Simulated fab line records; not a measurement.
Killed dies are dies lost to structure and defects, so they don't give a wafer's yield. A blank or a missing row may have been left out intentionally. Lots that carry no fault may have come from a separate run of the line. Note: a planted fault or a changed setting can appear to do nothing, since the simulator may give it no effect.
fab line records	flow n5-finfet	part 1 of 2: steps 1 to 18 of 28
record lots=5	wafers=15	last-day=17
route steps=1938 shown BEOL_M1@781
lots with no fault: from the same line, run without faults
start-h: hours from the record's first day to the start of the lot's first wafer shown	wait-h: hours elapsed since this lot's preceding step	" unchanged from the row above	L1.1+2: one row covering several wafers at once	- no value, or no start given	* or withheld: withheld	< > ~ a bound
route shown NAME@n: NAME is a module with steps in the file, n the number in the route of the first one	usual: mean and standard deviation over wafers with no fault	same: alike in all rows	chamber/n: place in a boat	sites: the reading at each site	_std_site: the values' standard deviation	_edge_site: outer sites' mean less inner sites'	radius-mm: how far each site lies from the wafer's centre	mask NAME#n: copy n	behind: the most recent tool/chamber to have shaped the wafer	hold: what put the lot on hold/how long, in hours/how the hold closed	device: names the non-switching transistor (n, p or np)	end of line: the tests these same wafers got at the end of their route	a step without rows: its recipe alone	killed: dies lost to structure and defects at the first sort, not the wafer's yield	map: per-die view of a wafer (x killed, . not killed, _ where there is no die)
set.NAME: the setting as run; set.NAME@STEP: as run at that earlier step	model.NAME: the simulator's own value behind a step, which no gauge read
lots at some steps of the route; a table a step, a row a wafer
services: a tool's chamber out of use, with start hour (start-h, from the record's first day; less than 0 if before it), hours out, and reason
## steps
# step N5_BEOL_M1_EBR_24
# recipe solvent=PGMEA	ebr-width-mm=1.5
# usual exhaust-pa=45.0/0.88
# same ebr-width-mm=1.5
lot.wafer	tool	chamber	start-h	wait-h	exhaust-pa
L074.2	litho-track-01	0	-	-	44.3
L074.3	"	0	"	"	44.9
L074.4	"	0	"	"	45.0
L080.2	litho-track-03	0	-	-	45.6
L080.5	"	0	"	"	46.5
L080.6	"	0	"	"	44.8
L086.2	litho-track-01	0	-	-	46.5
L086.5	"	0	"	"	46.3
L086.6	"	0	"	"	45.4
L093.2	litho-track-03	0	-	-	44.5
L093.3	"	0	"	"	45.2
L093.5	"	0	"	"	46.0
L094.4	litho-track-01	0	-	-	45.3
L094.5	"	0	"	"	45.6
L094.6	"	0	"	"	44.7
# step N5_BEOL_M1_SOFTBAKE_23
# recipe temp-c=110	time-s=60	resist=CAR-EUV
# usual exhaust-pa=45.1/0.75
lot.wafer	tool	chamber	start-h	wait-h	exhaust-pa
L074.2	litho-track-01	0	-	-	45.6
L074.3	"	0	"	"	46.3
L074.4	"	0	"	"	44.9
L080.2	litho-track-03	0	-	-	45.0
L080.5	"	0	"	"	45.0
L080.6	"	0	"	"	45.2
L086.2	litho-track-01	0	-	-	44.5
L086.5	"	0	"	"	44.5
L086.6	"	0	"	"	45.4
L093.2	litho-track-03	0	-	-	45.9
L093.3	"	0	"	"	46.3
L093.5	"	0	"	"	46.2
L094.4	litho-track-01	0	-	-	46.1
L094.5	"	0	"	"	45.9
L094.6	"	0	"	"	45.5
# step N5_BEOL_M1_EXPOSE_25
# recipe mask-id=V0	na=0.33	source-shape=quasar	sigma-inner=0.2	sigma-outer=0.8	polarization=unpolarized	defocus-nm=5	target-cd-nm=24	dose-mj=63
# same sigma-outer=0.8
lot.wafer	tool	chamber	start-h	wait-h	mask
L074.2+3+4	euv-scanner-02	0	118.90	-	V0#0
L080.2+5+6	euv-scanner-02	0	157.91	-	V0#0
L086.2+5+6	euv-scanner-01	0	195.62	-	V0#0
L093.2+3+5	euv-scanner-01	0	233.42	-	V0#0
L094.4+5+6	euv-scanner-01	0	237.64	-	V0#0
# step N5_BEOL_M1_PEB_26
# recipe peb-temp-c=100	peb-time-s=60	resist=CAR-EUV
# usual exhaust-pa=45.2/0.83
lot.wafer	tool	chamber	start-h	wait-h	exhaust-pa
L074.2	litho-track-01	0	118.97	0.1	46.2
L074.3	"	0	"	"	44.4
L074.4	"	0	"	"	44.6
L080.2	litho-track-03	0	157.98	0.1	45.3
L080.5	"	0	"	"	44.2
L080.6	"	0	"	"	45.5
L086.2	litho-track-01	0	195.69	0.1	46.0
L086.5	"	0	"	"	44.9
L086.6	"	0	"	"	46.4
L093.2	litho-track-04	0	233.49	0.1	46.0
L093.3	"	0	"	"	47.2
L093.5	"	0	"	"	45.4
L094.4	litho-track-01	0	237.69	0.0	46.8
L094.5	"	0	"	"	46.4
L094.6	"	0	"	"	47.5
# step N5_BEOL_M1_DEVELOP_27
# recipe develop-time-s=30	developer=TMAH	resist=CAR-EUV	rinse-liquid=surfactant-rinse	dry=air-spin	dev-temp-c=23
# usual exhaust-pa=45.2/0.72
# same develop-time-s=30
lot.wafer	tool	chamber	start-h	wait-h	exhaust-pa
L074.2	litho-track-01	0	-	-	44.6
L074.3	"	0	"	"	45.5
L074.4	"	0	"	"	45.4
L080.2	litho-track-03	0	-	-	46.7
L080.5	"	0	"	"	45.0
L080.6	"	0	"	"	45.0
L086.2	litho-track-01	0	-	-	45.5
L086.5	"	0	"	"	43.9
L086.6	"	0	"	"	45.3
L093.2	litho-track-04	0	-	-	44.1
L093.3	"	0	"	"	45.0
L093.5	"	0	"	"	44.3
L094.4	litho-track-01	0	-	-	44.8
L094.5	"	0	"	"	46.4
L094.6	"	0	"	"	45.1
# step N5_BEOL_M1_CD_MEAS_28
# recipe landing-energy-ev=500	detector=se-inlens	target-cd-y-nm=23.3
# usual cd-nm=23.99/0.23
lot.wafer	tool	chamber	start-h	wait-h	cd-nm
L074.2	cd-sem-02	0	119.04	-	23.93
L074.3	"	0	"	"	23.83
L074.4	"	0	"	"	24.38
L080.2	cd-sem-02	0	158.05	-	24.02
L080.5	"	0	"	"	24.02
L080.6	"	0	"	"	23.93
L086.2	cd-sem-02	0	195.76	-	23.92
L086.5	"	0	"	"	24.21
L086.6	"	0	"	"	23.42
L093.2	cd-sem-02	0	233.56	-	23.90
L093.3	"	0	"	"	24.45
L093.5	"	0	"	"	24.39
L094.4	cd-sem-01	0	237.76	-	23.86
L094.5	"	0	"	"	24.05
L094.6	"	0	"	"	24.12
# step N5_BEOL_M1_OVL_MEAS_29
# recipe points-per-wafer=522
# usual V0_OVL=-0.3/0.69
# same points-per-wafer=522
lot.wafer	tool	chamber	start-h	wait-h	V0_OVL[nm]
L074.2	overlay-02	0	119.07	0.0	0.0
L074.3	"	0	"	"	-0.2
L074.4	"	0	"	"	-0.5
L080.2	overlay-01	0	158.08	0.0	0.6
L080.5	"	0	"	"	0.2
L080.6	"	0	"	"	0.8
L086.2	overlay-01	0	195.79	0.0	-1.5
L086.5	"	0	"	"	0.3
L086.6	"	0	"	"	-0.4
L093.2	overlay-02	0	233.60	0.0	0.2
L093.3	"	0	"	"	-0.8
L093.5	"	0	"	"	-0.2
L094.4	overlay-01	0	237.80	0.0	0.5
L094.5	"	0	"	"	0.1
L094.6	"	0	"	"	-0.4
# step N5_BEOL_M1_INSPECT_30
# recipe mode=adi	inspect-instrument=brightfield
# usual raw-defect-count=444/120
lot.wafer	tool	chamber	start-h	wait-h	raw-defect-count
L074.2	defect-inspect-02	-	119.13	0.0	443
L074.3	"	-	"	"	449
L074.4	"	-	"	"	473
L080.2	defect-inspect-02	-	158.13	0.0	306
L080.5	"	-	"	"	326
L080.6	"	-	"	"	341
L086.2	defect-inspect-01	-	195.84	0.0	496
L086.5	"	-	"	"	368
L086.6	"	-	"	"	417
L093.2	defect-inspect-01	-	233.65	0.0	377
L093.3	"	-	"	"	383
L093.5	"	-	"	"	518
L094.4	defect-inspect-01	-	237.85	0.0	336
L094.5	"	-	"	"	382
L094.6	"	-	"	"	370
# step N5_BEOL_M1_DESCUM_33
# recipe chemistry=O2	time-s=7	source-power-w=50	bias-power-w=20	pressure-mtorr=20	rf-frequency-hz=2.712e+07	temp-c=40	resist=CAR-EUV	o2-flow-sccm=225
# usual drypump-motor-current-A=5.5/0.47	oes-product-au=0.78/0.086	rf-vpp-V=243.3/1.5	showerhead-plenum-p-Torr=2.09/0.069	throttle-valve-pct=20.44/0.24
lot.wafer	tool	chamber	start-h	wait-h	drypump-motor-current-A	oes-product-au	rf-hours-counter-h	rf-vpp-V	showerhead-plenum-p-Torr	throttle-valve-pct
L074.2	rie-diel-06	3	119.16	0.0	6.8	0.93	16	244.9	2.13	20.13
L074.3	"	2	"	"	5.7	0.76	119	242.6	2.02	20.75
L074.4	"	1	"	"	5.3	0.90	43	242.4	2.13	20.45
L080.2	rie-diel-05	2	158.17	0.0	6.0	0.69	231	242.4	2.06	20.72
L080.5	"	0	"	"	5.3	0.77	-	243.5	2.08	20.10
L080.6	"	1	"	"	5.6	0.70	-	241.7	1.97	20.75
L086.2	rie-diel-05	2	195.96	0.1	6.0	0.69	243	242.8	2.06	20.74
L086.5	"	3	"	"	5.4	0.74	-	243.6	2.18	20.41
L086.6	"	0	"	"	5.3	0.76	-	243.4	2.08	20.15
L093.2	rie-diel-06	1	233.75	0.1	5.3	0.85	77	242.5	2.12	20.50
L093.3	"	2	"	"	5.7	0.73	157	243.0	2.00	20.82
L093.5	"	0	"	"	5.5	0.74	-	241.0	2.00	20.69
L094.4	rie-diel-03	0	237.90	0.0	5.3	0.69	-	243.9	2.16	20.45
L094.5	"	2	"	"	4.8	0.91	-	242.5	2.05	19.91
L094.6	"	1	"	"	5.2	0.69	-	242.6	2.15	20.42
# step N5_BEOL_M1_ETCH_77
# recipe chemistry=N2/H2	target=underlayer	target-depth-a=65	mask-material=CAR-EUV	time-s=5.2	ion-energy-ev=200	pressure-mtorr=30	source-w=840	bias-w=150	n2-flow-sccm=200	h2-flow-sccm=200	ends=cleared
# usual drypump-motor-current-A=5.6/0.47	etch-rf-on-time-s=5.21/0.098	oes-product-au=0.67/0.074	rf-vpp-V=524.0/2.5	showerhead-plenum-p-Torr=2.55/0.086	throttle-valve-pct=17.88/0.28
lot.wafer	tool	chamber	start-h	wait-h	drypump-motor-current-A	etch-rf-on-time-s	oes-product-au	rf-hours-counter-h	rf-vpp-V	showerhead-plenum-p-Torr	throttle-valve-pct
L074.2	rie-diel-06	3	119.19	0.0	6.8	5.10	0.79	16	526.9	2.60	17.50
L074.3	"	2	"	"	5.7	5.23	0.65	119	521.4	2.46	18.27
L074.4	"	1	"	"	5.4	5.14	0.77	43	525.0	2.60	17.91
L080.2	rie-diel-05	2	158.20	0.0	6.0	5.24	0.60	231	526.4	2.50	18.26
L080.5	"	0	"	"	5.3	5.18	0.65	-	524.3	2.54	17.51
L080.6	"	1	"	"	5.6	5.05	0.60	-	519.8	2.40	18.23
L086.2	rie-diel-05	2	196.00	0.0	6.0	5.22	0.58	243	520.6	2.50	18.27
L086.5	"	3	"	"	5.4	5.21	0.63	-	528.2	2.64	17.80
L086.6	"	0	"	"	5.3	5.24	0.64	-	525.6	2.54	17.54
L093.2	rie-diel-06	1	233.79	0.0	5.4	5.11	0.72	77	523.0	2.58	17.98
L093.3	"	2	"	"	5.7	5.19	0.62	157	524.3	2.44	18.33
L093.5	"	0	"	"	5.5	5.05	0.63	-	521.0	2.42	18.03
L094.4	rie-diel-03	0	237.92	0.0	5.4	5.30	0.59	-	525.6	2.63	17.97
L094.5	"	2	"	"	4.8	5.24	0.77	-	524.8	2.48	17.27
L094.6	"	1	"	"	5.2	5.41	0.59	-	526.1	2.62	17.91
# step N5_BEOL_M1_ETCH_69
# recipe chemistry=CF4	target=SiARC	target-depth-a=156	mask-material=CAR-EUV	time-s=26	ion-energy-ev=80	pressure-mtorr=40	source-w=545	bias-w=36	Ar_flow_sccm=100	cf4-flow-sccm=100	ends=cleared
# usual drypump-motor-current-A=5.5/0.47	etch-rf-on-time-s=26.2/0.43	oes-product-au=0.67/0.074	rf-vpp-V=184.1/1.2	showerhead-plenum-p-Torr=2.15/0.067	throttle-valve-pct=15.65/0.23
lot.wafer	tool	chamber	start-h	wait-h	drypump-motor-current-A	etch-rf-on-time-s	oes-product-au	rf-hours-counter-h	rf-vpp-V	showerhead-plenum-p-Torr	throttle-valve-pct
L074.2	rie-diel-06	3	119.21	0.0	6.7	26.1	0.79	16	184.1	2.19	15.34
L074.3	"	2	"	"	5.7	26.6	0.65	119	183.2	2.07	15.92
L074.4	"	1	"	"	5.3	25.7	0.76	43	184.7	2.19	15.60
L080.2	rie-diel-05	2	158.22	0.0	6.0	26.4	0.59	231	183.9	2.12	15.92
L080.5	"	0	"	"	5.3	26.2	0.66	-	185.2	2.15	15.42
L080.6	"	1	"	"	5.6	25.8	0.60	-	180.6	2.03	16.04
L086.2	rie-diel-05	2	196.01	0.0	6.0	26.0	0.59	243	183.8	2.11	15.96
L086.5	"	3	"	"	5.4	26.3	0.63	-	184.2	2.23	15.64
L086.6	"	0	"	"	5.3	26.1	0.64	-	183.8	2.14	15.44
L093.2	rie-diel-06	1	233.80	0.0	5.4	26.1	0.72	77	183.4	2.17	15.66
L093.3	"	2	"	"	5.7	26.8	0.61	157	182.1	2.06	16.02
L093.5	"	0	"	"	5.5	25.7	0.64	-	186.2	2.06	15.85
L094.4	rie-diel-03	0	237.96	0.0	5.3	26.5	0.58	-	185.0	2.20	15.66
L094.5	"	2	"	"	4.8	26.3	0.78	-	183.1	2.11	15.08
L094.6	"	1	"	"	5.2	27.1	0.59	-	185.3	2.21	15.73
# step N5_BEOL_M1_ALD_98
# recipe material=SiO2	target-thk-a=25	temp-c=100	ald-precursor-family=BDEAS	ald-co-reactant=O2-plasma	pulse-time-s=1	co-reactant-pulse-time-s=1	purge-time-s=2	co-reactant-purge-time-s=2	ald-cycles=17	pressure-torr=2
# usual chamber-pressure-Torr=2.001/0.0047	heater-power-w=78/9.2	precursor-pulse-height-rel=1.001/0.023
# same co-reactant-pulse-time-s=1	purge-time-s=2
lot.wafer	tool	chamber	start-h	wait-h	chamber-pressure-Torr	heater-power-w	precursor-pulse-height-rel
L074.2	ald-sin-02	2	119.74	0.5	1.999	79	0.999
L074.3	"	1	"	"	2.000	60	0.984
L074.4	"	3	"	"	1.994	84	1.003
L080.2	ald-sin-04	1	158.30	0.1	2.001	76	1.006
L080.5	"	2	"	"	2.000	80	0.979
L080.6	"	1	"	"	1.996	75	0.998
L086.2	ald-sin-01	3	196.40	0.4	2.007	79	0.976
L086.5	"	3	"	"	2.009	80	0.981
L086.6	"	0	"	"	2.002	83	1.021
L093.2	ald-sin-02	0	234.01	0.2	2.001	82	1.000
L093.3	"	3	"	"	2.000	88	1.012
L093.5	"	1	"	"	2.002	60	1.008
L094.4	ald-sin-02	3	238.01	0.0	2.004	88	0.992
L094.5	"	0	"	"	1.995	82	1.011
L094.6	"	1	"	"	1.996	59	1.007
# step N5_BEOL_M1_ETCHBACK_99
# recipe chemistry=CHF3	target=SiO2	target-depth-a=50	time-s=10.4	source-w=215	bias-w=47	Ar_flow_sccm=200	CHF3_flow_sccm=12	ion-energy-ev=100	pressure-mtorr=30
# usual drypump-motor-current-A=5.4/0.48	oes-product-au=0.77/0.083	rf-vpp-V=240.8/2.9	showerhead-plenum-p-Torr=2.17/0.064	throttle-valve-pct=17.08/0.2
lot.wafer	tool	chamber	start-h	wait-h	drypump-motor-current-A	oes-product-au	rf-hours-counter-h	rf-vpp-V	showerhead-plenum-p-Torr	throttle-valve-pct
L074.2	rie-diel-03	2	122.08	2.3	4.8	0.70	238	240.5	2.13	16.98
L074.3	"	3	"	"	5.1	0.86	73	236.4	2.18	16.94
L074.4	"	0	"	"	5.3	0.72	172	244.1	2.23	17.02
L080.2	rie-diel-03	3	164.22	5.9	5.1	0.85	87	237.1	2.18	16.94
L080.5	"	3	"	"	5.1	0.84	-	237.3	2.18	16.96
L080.6	"	0	"	"	5.3	0.71	-	245.3	2.22	17.05
L086.2	rie-diel-06	0	201.27	4.8	5.5	0.75	157	237.8	2.07	17.31
L086.5	"	2	"	"	5.7	0.73	-	242.4	2.07	17.42
L086.6	"	3	"	"	6.8	0.87	-	243.0	2.20	16.91
L093.2	rie-diel-06	2	234.27	0.2	5.7	0.73	157	240.8	2.06	17.45
L093.3	"	3	"	"	6.8	0.86	56	242.7	2.20	16.91
L093.5	"	1	"	"	5.3	0.85	-	243.7	2.18	17.12
L094.4	rie-diel-05	3	239.18	1.1	5.4	0.73	191	239.7	2.24	17.12
L094.5	"	1	"	"	5.6	0.92	-	246.4	2.29	17.07
L094.6	"	2	"	"	6.0	0.98	-	241.0	2.12	16.99
# step N5_BEOL_M1_ETCH_70
# recipe chemistry=N2/H2	target=SOC	target-depth-a=800	overetch-a=160	mask-material=SiARC	temp-c=40	time-s=120	ion-energy-ev=200	pressure-mtorr=30	source-w=840	bias-w=150	n2-flow-sccm=200	h2-flow-sccm=200
# usual drypump-motor-current-A=5.4/0.48	oes-product-au=0.60/0.06	rf-vpp-V=524.6/2.1	showerhead-plenum-p-Torr=2.56/0.079	throttle-valve-pct=17.80/0.26
lot.wafer	tool	chamber	start-h	wait-h	drypump-motor-current-A	oes-product-au	rf-hours-counter-h	rf-vpp-V	showerhead-plenum-p-Torr	throttle-valve-pct
L074.2	rie-diel-03	2	122.12	0.0	4.8	0.54	238	524.0	2.49	17.62
L074.3	"	3	"	"	5.1	0.67	73	523.6	2.57	17.60
L074.4	"	0	"	"	5.4	0.55	172	527.4	2.65	17.86
L080.2	rie-diel-03	3	164.25	0.0	5.1	0.65	87	525.9	2.57	17.61
L080.5	"	3	"	"	5.1	0.65	-	526.3	2.57	17.62
L080.6	"	0	"	"	5.3	0.55	-	526.3	2.64	17.88
L086.2	rie-diel-06	0	201.31	0.0	5.5	0.58	157	521.5	2.43	17.97
L086.5	"	2	"	"	5.7	0.57	-	522.1	2.45	18.27
L086.6	"	3	"	"	6.7	0.66	-	525.1	2.58	17.51
L093.2	rie-diel-06	2	234.30	0.0	5.7	0.56	157	520.2	2.44	18.30
L093.3	"	3	"	"	6.8	0.65	56	524.7	2.58	17.54
L093.5	"	1	"	"	5.3	0.65	-	524.5	2.58	17.93
L094.4	rie-diel-05	3	239.22	0.0	5.4	0.57	191	524.8	2.64	17.75
L094.5	"	1	"	"	5.6	0.70	-	529.8	2.71	17.81
L094.6	"	2	"	"	6.0	0.76	-	523.4	2.50	17.83
# step N5_BEOL_M1_STRIP_71
# recipe chemistry=N2/H2	temp-c=40	n2-flow-sccm=200	h2-flow-sccm=200	rf-frequency-hz=6e+07
lot.wafer	tool	chamber	start-h	wait-h
L074.2+3+4	rie-diel-03	2,3,0	122.20	0.0
L080.2+5+6	rie-diel-03	3,3,0	164.33	0.0
L086.2+5+6	rie-diel-06	0,2,3	201.39	0.0
L093.2+3+5	rie-diel-06	2,3,1	234.38	0.0
L094.4+5+6	rie-diel-05	3,1,2	239.30	0.0
# step N5_BEOL_M1_STRIP_78
# recipe chemistry=N2/H2	temp-c=40	n2-flow-sccm=200	h2-flow-sccm=200	rf-frequency-hz=6e+07
lot.wafer	tool	chamber	start-h	wait-h
L074.2+3+4	rie-diel-03	2,3,0	122.21	0.0
L080.2+5+6	rie-diel-03	3,3,0	164.34	0.0
L086.2+5+6	rie-diel-06	0,2,3	201.40	0.0
L093.2+3+5	rie-diel-06	2,3,1	234.39	0.0
L094.4+5+6	rie-diel-05	3,1,2	239.31	0.0
# step N5_BEOL_M1_VIA_ETCH_34
# recipe chemistry=C4F6/O2	target-depth-a=678	mask-material=SOC	pressure-mtorr=15	ion-energy-ev=250	taper-deg=4	time-s=64.4	source-w=350	bias-w=170	Ar_flow_sccm=300	C4F6_flow_sccm=10	O2_flow_sccm=10
# usual drypump-motor-current-A=5.4/0.48	oes-product-au=0.77/0.083	rf-vpp-V=666/8	showerhead-plenum-p-Torr=2.87/0.081	throttle-valve-pct=30.77/0.22
lot.wafer	tool	chamber	start-h	wait-h	drypump-motor-current-A	oes-product-au	rf-hours-counter-h	rf-vpp-V	showerhead-plenum-p-Torr	throttle-valve-pct
L074.2	rie-diel-03	2	122.22	0.0	4.8	0.70	238	663	2.81	30.55
L074.3	"	3	"	"	5.1	0.85	73	654	2.88	30.64
L074.4	"	0	"	"	5.3	0.72	173	679	2.94	30.66
L080.2	rie-diel-03	3	164.35	0.0	5.1	0.84	87	655	2.87	30.68
L080.5	"	3	"	"	5.1	0.84	-	655	2.87	30.65
L080.6	"	0	"	"	5.3	0.71	-	679	2.93	30.68
L086.2	rie-diel-06	0	201.41	0.0	5.5	0.76	157	655	2.74	31.10
L086.5	"	2	"	"	5.7	0.74	-	668	2.73	31.21
L086.6	"	3	"	"	6.8	0.88	-	673	2.90	30.63
L093.2	rie-diel-06	2	234.40	0.0	5.7	0.73	157	668	2.73	31.21
L093.3	"	3	"	"	6.8	0.87	56	671	2.90	30.61
L093.5	"	1	"	"	5.4	0.85	-	673	2.88	30.97
L094.4	rie-diel-05	3	239.32	0.0	5.4	0.73	191	665	2.95	30.67
L094.5	"	1	"	"	5.6	0.92	-	677	3.02	30.87
L094.6	"	2	"	"	6.0	0.98	-	664	2.80	30.94
# step N5_BEOL_M1_STRIP_83
# recipe chemistry=C4F6/O2	resist=SiARC	rf-frequency-hz=6e+07
lot.wafer	tool	chamber	start-h	wait-h
L074.2+3+4	rie-diel-03	2,3,0	122.27	0.0
L080.2+5+6	rie-diel-03	3,3,0	164.40	0.0
L086.2+5+6	rie-diel-06	0,2,3	201.46	0.0
L093.2+3+5	rie-diel-06	2,3,1	234.45	0.0
L094.4+5+6	rie-diel-05	3,1,2	239.37	0.0
